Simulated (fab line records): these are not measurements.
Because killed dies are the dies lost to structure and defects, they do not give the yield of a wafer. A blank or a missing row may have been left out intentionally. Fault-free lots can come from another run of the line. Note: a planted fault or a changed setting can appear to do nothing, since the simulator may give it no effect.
Matching of chambers    flow n5_finfet    N5_HKMG_FIN_ALD_74 on ald_hk-03 has 4 sister chambers
The step deposits La2O3, target thk 0.5 nm, pulse time 6 s, co reactant pulse time 1 s. 8 wafers are shown with their chamber, then 8 later ones without.

== EACH WAFER AND ITS CHAMBER ==
wafer   chamber  heater_power_w (W)  precursor_pulse_height_rel
L076.2  2        381                 1.011
L076.5  0        331                 0.972
L077.6  1        351                 1.009
L080.1  1        350                 0.995
L080.3  2        369                 0.980
L084.4  0        324                 0.963
L084.5  3        391                 0.985
L086.2  3        402                 1.001

== WAFERS MISSING THEIR CHAMBER ==
wafer   heater_power_w (W)  precursor_pulse_height_rel
L086.4  354                 1.007
L086.5  395                 0.981
L094.3  359                 0.985
L094.4  375                 0.998
L094.5  348                 0.974
L095.1  358                 1.011
L095.3  370                 1.009
L095.4  328                 0.971

== THE CHAMBER EACH PASSED THROUGH ==
wafer   from the rows above      in truth
L086.4  1                        1
L086.5  3                        3
L094.3  can't be placed: 1 or 2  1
L094.4  2                        2
L094.5  can't be placed: 1 or 0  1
L095.1  can't be placed: 1 or 2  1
L095.3  can't be placed: 2 or 1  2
L095.4  0                        0
Placed correctly: 4 of 8. These rows do not allow placing 4 (true chamber among the candidates in 4). Number placed wrongly: 0.
How it was worked out, from the rows above alone: a wafer's distance from a chamber is the root of the sum, over the readings, of the square of ((its reading less the chamber's mean) divided by the reading's scatter). If the next closest chamber is less than 2 further off than the closest, the wafer can't be placed; otherwise it belongs to the closest. The mean given for a chamber averages the wafers shown for that chamber. The scatter: take each reading less its chamber's mean, square it, sum over the shown wafers, divide by the number of wafers less the number of chambers, and take the root.
